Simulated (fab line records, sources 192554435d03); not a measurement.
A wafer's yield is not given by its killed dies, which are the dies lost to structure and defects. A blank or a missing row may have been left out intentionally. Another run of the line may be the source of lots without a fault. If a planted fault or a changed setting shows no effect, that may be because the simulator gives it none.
The tool behind it: which one? ; flow n5_finfet ; 8 lots with 22 wafers sampled at 7 steps, on a route of 1938 steps

== WHAT THE GAUGES SHOWED, per wafer ==
N5_MOL_CONTACT_COAG_OVL_MEAS_85.
lot;measured;on;VG_OVL (nm)
L528;day 5 07:14;overlay-01;-0.9 -1.2 -0.5
L531;day 5 19:00;overlay-02;-0.4 0.0 -0.3
L537;day 7 08:13;overlay-01;0.2 0.2 0.5
L538;day 7 22:18;overlay-01;-0.3 -1.2
L542;day 8 15:20;overlay-02;-0.5 -0.4
L544;day 9 02:19;overlay-01;-1.1 -0.1 -0.2
L548;day 10 05:42;overlay-01;-0.8 -0.5 -1.0
L550;day 10 12:47;overlay-01;-0.4 0.1 -0.4

N5_MOL_CONTACT_COAG_THK_MEAS_53.
lot;measured;on;VIA_MOL_THK (nm)
L528;day 5 10:46;film_metro-01;43.9 43.6 45.2
L531;day 5 22:11;film_metro-01;42.7 43.4 44.0
L537;day 7 11:20;film_metro-01;44.0 44.9 43.2
L538;day 8 02:19;film_metro-02;16.5 17.2
L542;day 8 18:30;film_metro-02;16.3 44.0
L544;day 9 05:22;film_metro-02;42.9 44.4 44.4
L548;day 10 09:00;film_metro-02;44.3 45.1 45.0
L550;day 10 16:49;film_metro-02;42.9 44.4 43.8

N5_BEOL_M4_RC_MEAS_101.
lot;measured;on;DIBL_N (mV/V);DIBL_P (mV/V);IOFF_N (nA/um);IOFF_P (nA/um);ION_N (uA/um);ION_P (uA/um);SS_N (mV/dec);SS_P (mV/dec);VT_N (mV);VT_P (mV)
L528;day 7 22:36;prober-02;37.7 35.5 36.2;38.4 36.8 37.6;0.178 0.155 0.157;0.22 0.20 0.20;671 675 679;462 464 464;72.2 71.2 70.8;73.5 72.9 72.7;250.2 251.4 250.2;-250 -251 -252
L531;day 8 06:26;prober-02;35.5 35.4 37.9;36.6 36.2 39.3;0.160 0.146 0.207;0.20 0.18 0.24;675 661 679;456 450 463;71.5 71.3 71.7;73.7 73.5 75.0;248.2 250.2 244.5;-252 -257 -249
L537;day 10 06:21;prober-02;39.1 37.1 38.8;38.8 35.5 38.1;0.219 0.158 0.207;0.26 0.21 0.25;698 676 698;476 466 471;72.2 71.5 71.7;73.5 73.5 73.9;243.5 249.8 244.3;-246 -249 -246
L538;day 10 10:08;prober-02;36.3 36.1;35.8 35.7;0.159 0.152;0.21 0.21;687 668;467 458;71.9 70.8;73.7 73.5;249.2 249.3;-251 -250
L542;day 11 04:04;prober-02;35.8 34.6;34.9 33.3;0.151 0.127;0.18 0.17;684 665;460 452;71.6 71.5;73.0 73.3;249.4 253.1;-254 -257
L544;day 11 15:52;prober-01;36.6 37.2 35.9;34.7 35.6 34.3;0.131 0.152 0.130;0.19 0.19 0.17;657 670 664;461 458 460;71.2 71.5 71.3;73.2 73.2 73.3;252.3 250.9 251.3;-251 -251 -252
L548;day 12 20:18;prober-02;34.0 34.5 34.4;34.0 35.2 33.8;0.129 0.134 0.120;0.18 0.20 0.18;667 670 660;467 467 459;71.0 71.1 70.2;73.1 72.5 72.6;252.9 249.4 251.6;-249 -250 -250
L550;day 14 02:38;prober-02;37.1 36.2 36.1;37.7 36.1 36.2;0.179 0.154 0.154;0.23 0.20 0.20;668 657 670;464 455 460;71.8 71.2 71.6;74.1 73.4 73.5;247.6 252.0 250.1;-249 -253 -253

== WHICH TOOL RAN EACH LOT (tool, then ch and the chambers of the sampled wafers, then the start) ==
lot;N5_MOL_CONTACT_COAG_PECVD_31;N5_MOL_CONTACT_COAG_ETCHBACK_132;N5_MOL_CONTACT_COAG_VIA_ETCH_46;N5_MOL_CONTACT_COAG_ETCH_47
L528;pecvd-04 ch 0,2, day 5 06:52;rie_diel-02 ch 0,1, day 5 07:56;rie_diel-02 ch 0,1, day 5 08:05;rie_diel-02 ch 0,1, day 5 08:12
L531;pecvd-04 ch 0,2, day 5 18:38;rie_diel-01 ch 0,1,2, day 5 19:24;rie_diel-01 ch 0,1,2, day 5 19:34;rie_diel-01 ch 0,1,2, day 5 19:40
L537;pecvd-04 ch 0,1, day 7 07:50;rie_diel-01 ch 1,2, day 7 08:40;rie_diel-01 ch 1,2, day 7 08:49;rie_diel-01 ch 1,2, day 7 08:55
L538;pecvd-04 ch 0,2, day 7 21:55;rie_diel-03 ch 2,3, day 7 22:56;rie_diel-03 ch 2,3, day 7 23:05;rie_diel-03 ch 2,3, day 7 23:12
L542;pecvd-04 ch 1, day 8 14:57;rie_diel-02 ch 0,3, day 8 15:52;rie_diel-02 ch 0,3, day 8 16:01;rie_diel-02 ch 0,3, day 8 16:08
L544;pecvd-03 ch 0,2, day 9 01:56;rie_diel-01 ch 1,2,3, day 9 02:42;rie_diel-01 ch 1,2,3, day 9 02:52;rie_diel-01 ch 1,2,3, day 9 02:58
L548;pecvd-01 ch 1, day 10 05:19;rie_diel-01 ch 0,1, day 10 06:28;rie_diel-01 ch 0,1, day 10 06:37;rie_diel-01 ch 0,1, day 10 06:43
L550;pecvd-03 ch 0,1,2, day 10 12:25;rie_diel-02 ch 0,2,3, day 10 13:46;rie_diel-02 ch 0,2,3, day 10 13:56;rie_diel-02 ch 0,2,3, day 10 14:02
- N5_MOL_CONTACT_COAG_PECVD_31: deposits SiO2 from TEOS/O2, target thk 46 nm, time 8.9 s.
- N5_MOL_CONTACT_COAG_ETCHBACK_132: etches SiO2 in CHF3, target depth 10 nm, time 6.7 s.
- N5_MOL_CONTACT_COAG_VIA_ETCH_46: etches SiO2 in C4F6/O2, target depth 46 nm, overetch 9.2 nm, time 40 s.
- N5_MOL_CONTACT_COAG_ETCH_47: etches SiNx in CH3F/O2, stops on W, target depth 27 nm.

== AS READ BY THE TOOLS THEMSELVES (means over the sampled wafers that have a number; for cases with no such wafer, the mark the record gives instead) ==
N5_MOL_CONTACT_COAG_ETCHBACK_132.
lot;tool;drypump_motor_current_A (A);oes_product_au (a.u.);rf_fwd_power_W (W);rf_vpp_V (V);showerhead_plenum_p_Torr (Torr);throttle_valve_pct (%)
L528;rie_diel-02;5.0;0.75;601.8;522;2.32;18.50
L531;rie_diel-01;5.9;0.80;600.5;516;2.38;18.46
L537;rie_diel-01;5.7;0.82;601.4;514;2.36;18.45
L538;rie_diel-03;6.3;0.72;603.8;524;2.31;18.87
L542;rie_diel-02;5.7;0.79;602.1;525;2.41;18.55
L544;rie_diel-01;5.9;0.82;600.1;518;2.40;18.44
L548;rie_diel-01;6.1;0.90;602.0;517;2.39;18.29
L550;rie_diel-02;5.7;0.82;603.4;523;2.41;18.68

N5_MOL_CONTACT_COAG_VIA_ETCH_46.
lot;tool;drypump_motor_current_A (A);oes_o_777_au (a.u.);oes_product_au (a.u.);rf_fwd_power_W (W);rf_vpp_V (V);showerhead_plenum_p_Torr (Torr);throttle_valve_pct (%)
L528;rie_diel-02;5.0;0.74;0.67;324.0;1581;2.77;40.74
L531;rie_diel-01;5.9;0.80;0.71;322.2;1563;2.84;40.56
L537;rie_diel-01;5.7;0.81;0.72;322.2;1558;2.82;40.57
L538;rie_diel-03;6.3;0.72;0.42;322.3;1588;2.76;40.70
L542;rie_diel-02;5.7;0.79;0.59;323.3;1589;2.87;40.65
L544;rie_diel-01;5.9;0.82;0.74;323.0;1573;2.87;40.62
L548;rie_diel-01;6.1;0.89;0.80;322.7;1567;2.86;40.49
L550;rie_diel-02;5.6;0.82;0.73;322.7;1583;2.87;40.89

N5_MOL_CONTACT_COAG_ETCH_47.
lot;tool;drypump_motor_current_A (A);etch_rf_on_time_s (s);oes_o_777_au (a.u.);oes_product_au (a.u.);rf_fwd_power_W (W);rf_vpp_V (V);showerhead_plenum_p_Torr (Torr);throttle_valve_pct (%)
L528;rie_diel-02;5.0;30.9;0.75;0.67;387.3;296.0;1.94;16.14
L531;rie_diel-01;5.9;30.9;0.80;0.72;384.8;293.2;2.00;16.11
L537;rie_diel-01;5.7;31.0;0.81;0.73;385.3;291.8;1.98;16.07
L538;rie_diel-03;6.3;31.3;0.71;0.63;386.8;297.4;1.94;16.48
L542;rie_diel-02;5.8;31.0;0.79;0.71;387.2;296.6;2.02;16.16
L544;rie_diel-01;5.9;30.6;0.82;0.74;384.7;295.2;2.02;16.08
L548;rie_diel-01;6.1;30.5;0.89;0.80;384.9;293.0;2.01;15.92
L550;rie_diel-02;5.6;31.2;0.82;0.73;387.0;296.7;2.02;16.30

== THE ANSWER, worked out from the rows above alone ==
Rule: usual is defined by the lots themselves. Put in order of their means at a reading, lots are off if they are a third of the lots or fewer, leave a main group of 4 or more, and stand apart from it by a gap of 3 or more times the standard deviation of the main group's means; of several such gaps the widest counts. A main group whose means are all the same, to the digits that the tables above print for the reading, isn't used. Also off: a lot with no number at a reading for which 4 or more lots have one. Any other lot the step has rows for is counted as sound. The gauges are gone through in route order, then the tools' own readings, and for those a lot's mean is taken as printed above. The first step at which some lot is off is used, and at that step the reading that is off furthest; a lot without a number counts as furthest.
Off: at N5_MOL_CONTACT_COAG_THK_MEAS_53 (VIA_MOL_THK), L538, L542. The main group has a mean of 44.0 nm with a standard deviation of 0.45.
A tool fits if, at a process step before that reading, it ran every lot that is off, and no sound lot after the first of them. Gauges at N5_MOL_CONTACT_COAG_THK_MEAS_53: tried the same way as those tools. One candidate fits, namely pecvd-04 at N5_MOL_CONTACT_COAG_PECVD_31. A fault onset in the window from L537 (day 7 07:50, its last sound lot) to L538 (day 7 21:55, its first lot off) fits.

== WHAT WAS PUT IN BY THE SIMULATOR ==
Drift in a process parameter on pecvd-04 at N5_MOL_CONTACT_COAG_PECVD_31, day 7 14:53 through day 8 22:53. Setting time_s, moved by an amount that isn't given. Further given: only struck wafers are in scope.
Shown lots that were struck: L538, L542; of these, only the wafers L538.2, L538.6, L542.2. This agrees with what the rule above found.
